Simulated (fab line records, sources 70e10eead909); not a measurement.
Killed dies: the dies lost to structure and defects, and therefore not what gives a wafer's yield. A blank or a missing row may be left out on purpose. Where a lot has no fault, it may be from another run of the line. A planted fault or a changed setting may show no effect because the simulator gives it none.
Matching of chambers | flow nand_harc | NHARC_A_STAIRCASE_DEP_259 on pecvd-01: 3 sister chambers
The step deposits SiON, target thk 30 nm. 6 wafers are shown with their chamber, then 8 later ones without.

## WAFERS WITH THEIR CHAMBER
wafer  | chamber | showerhead_vpp_V (V) | heater_power_w (W)
L082.3 | 1       | 1070                 | 597
L083.5 | 0       | 1203                 | 862
L084.1 | 0       | 1190                 | 929
L084.2 | 2       | 1232                 | 629
L084.6 | 2       | 1231                 | 604
L087.2 | 1       | 1113                 | 686

## WAFERS WITHOUT THEIR CHAMBER
wafer  | showerhead_vpp_V (V) | heater_power_w (W)
L087.4 | 1189                 | 917
L087.5 | 1110                 | 662
L088.2 | 1195                 | 626
L088.3 | 1098                 | 679
L088.6 | 1196                 | 879
L095.1 | 1188                 | 804
L095.3 | 1237                 | 548
L095.6 | 1218                 | 559

## THE CHAMBER EACH PASSED THROUGH
wafer  | from the rows above | in truth
L087.4 | 0                   | 0
L087.5 | 1                   | 1
L088.2 | 2                   | 2
L088.3 | 1                   | 1
L088.6 | 0                   | 0
L095.1 | 0                   | 0
L095.3 | 2                   | 2
L095.6 | 2                   | 2
Correctly placed: 8 of 8. Number that these rows cannot place: 0. Placed wrongly: 0.
How it was worked out, from the rows above alone: a wafer's distance from a chamber is the root of the sum, over the readings, of the square of ((its reading less the chamber's mean) divided by the reading's scatter). If the next closest chamber is less than 2 further off than the closest, the wafer can't be placed; otherwise it belongs to the closest. A chamber's mean is the mean of its shown wafers. The scatter: take each reading less its chamber's mean, square it, sum over the shown wafers, divide by the number of wafers less the number of chambers, and take the root.
